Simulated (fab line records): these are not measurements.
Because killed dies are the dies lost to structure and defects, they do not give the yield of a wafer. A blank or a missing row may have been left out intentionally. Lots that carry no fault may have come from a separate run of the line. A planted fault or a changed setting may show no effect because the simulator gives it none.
One fault seen from 3 desks + flow n5_finfet + only its own numbers are on each desk; what lay behind them is given at the end

== METROLOGY DESK ==
What the gauges read for every lot (on any tool): the sampled wafers with a number, averaged. If a lot's mean is further than 4 standard deviations from the usual mean, the lot is out of limits and carries the mark OUT (the distance appears in the brackets). 7 of its 12 readings are shown, namely those furthest out on some lot.
Columns: A = cd_nm at N5_BEOL_M3_CD_MEAS_28, usual 25.73 nm; B = V2_OVL at N5_BEOL_M3_OVL_MEAS_29, usual 0.0 nm; C = DIBL_N at N5_BEOL_M4_RC_MEAS_101, usual 35.8 mV/V; D = IOFF_N at N5_BEOL_M4_RC_MEAS_101, usual 0.150 nA/um; E = ION_P at N5_BEOL_M4_RC_MEAS_101, usual 456 uA/um; F = SS_N at N5_BEOL_M4_RC_MEAS_101, usual 71.4 mV/dec; G = VT_P at N5_BEOL_M4_RC_MEAS_101, usual -252 mV
| lot  | first seen here | A     | B    | C    | D     | E   | F    | G    |
|------|-----------------|-------|------|------|-------|-----|------|------|
| L665 | day 9 02:26     | 25.76 | -0.1 | 34.2 | 0.137 | 456 | 71.5 | -256 |
| L673 | day 11 09:23    | 25.75 | 0.8  | 35.8 | 0.143 | 458 | 70.9 | -248 |
| L676 | day 12 07:01    | 25.95 | -0.0 | 38.3 | 0.197 | 456 | 72.5 | -251 |
| L680 | day 12 20:11    | 25.69 | 0.0  | 36.3 | 0.153 | 448 | 72.1 | -254 |
| L682 | day 13 08:59    | 25.90 | 0.3  | 34.8 | 0.145 | 446 | 71.6 | -255 |
| L685 | day 14 02:03    | 26.11 | 0.4  | 36.7 | 0.176 | 450 | 71.6 | -254 |
This desk's finding: nothing out of limits on any of the 6 lots.

== THE DEFECT DESK ==
Lot by lot, what the route's inspections counted, given as the mean of those sampled wafers with a number. If a lot's mean is further than 4 standard deviations from the usual mean, the lot is out of limits and carries the mark OUT (the distance appears in the brackets).
Columns: A = raw_defect_count at N5_BEOL_M3_INSPECT_30, usual 403
| lot  | first seen here | A   |
|------|-----------------|-----|
| L665 | day 9 02:31     | 477 |
| L673 | day 11 09:28    | 423 |
| L676 | day 12 07:07    | 366 |
| L680 | day 12 20:17    | 334 |
| L682 | day 13 09:04    | 369 |
| L685 | day 14 02:08    | 337 |
This desk's finding: nothing out of limits on any of the 6 lots.

== AT THE TOOL OWNER'S DESK: rie_diel-05 ==
The tool's own readings at N5_BEOL_M3_VIA_ETCH_34 (etches the open film in C4F6/O2, target depth 69.4 nm, time 65.9 s): means of the sampled wafers that have a number, for each lot that ran on this tool. If a lot's mean is further than 4 standard deviations from the usual mean, the lot is out of limits and carries the mark OUT (the distance appears in the brackets).
Columns: A = drypump_motor_current_A at N5_BEOL_M3_VIA_ETCH_34, usual 5.7 A; B = mfc_ar_sccm at N5_BEOL_M3_VIA_ETCH_34, usual 300.1 sccm; C = oes_product_au at N5_BEOL_M3_VIA_ETCH_34, usual 0.82 a.u.; D = rf_vpp_V at N5_BEOL_M3_VIA_ETCH_34, usual 673 V; E = showerhead_plenum_p_Torr at N5_BEOL_M3_VIA_ETCH_34, usual 2.86 Torr; F = throttle_valve_pct at N5_BEOL_M3_VIA_ETCH_34, usual 30.8 %
| lot  | first seen here | A   | B     | C    | D   | E    | F    |
|------|-----------------|-----|-------|------|-----|------|------|
| L673 | day 11 11:24    | 5.8 | 300.4 | 0.78 | 665 | 2.89 | 31.0 |
| L676 | day 12 23:02    | 5.3 | 300.7 | 0.83 | 669 | 2.80 | 30.6 |
| L680 | day 13 03:42    | 5.9 | 300.0 | 0.97 | 662 | 2.94 | 31.1 |
This desk's finding: nothing out of limits on any of the 3 lots.

== PUT TOGETHER ==
At the metrology desk, nothing out of limits was observed.
Nothing the defect desk looked at was out of limits.
The desk of the tool owner found nothing out of limits.

== WHAT THE SIMULATOR HAD PUT IN ==
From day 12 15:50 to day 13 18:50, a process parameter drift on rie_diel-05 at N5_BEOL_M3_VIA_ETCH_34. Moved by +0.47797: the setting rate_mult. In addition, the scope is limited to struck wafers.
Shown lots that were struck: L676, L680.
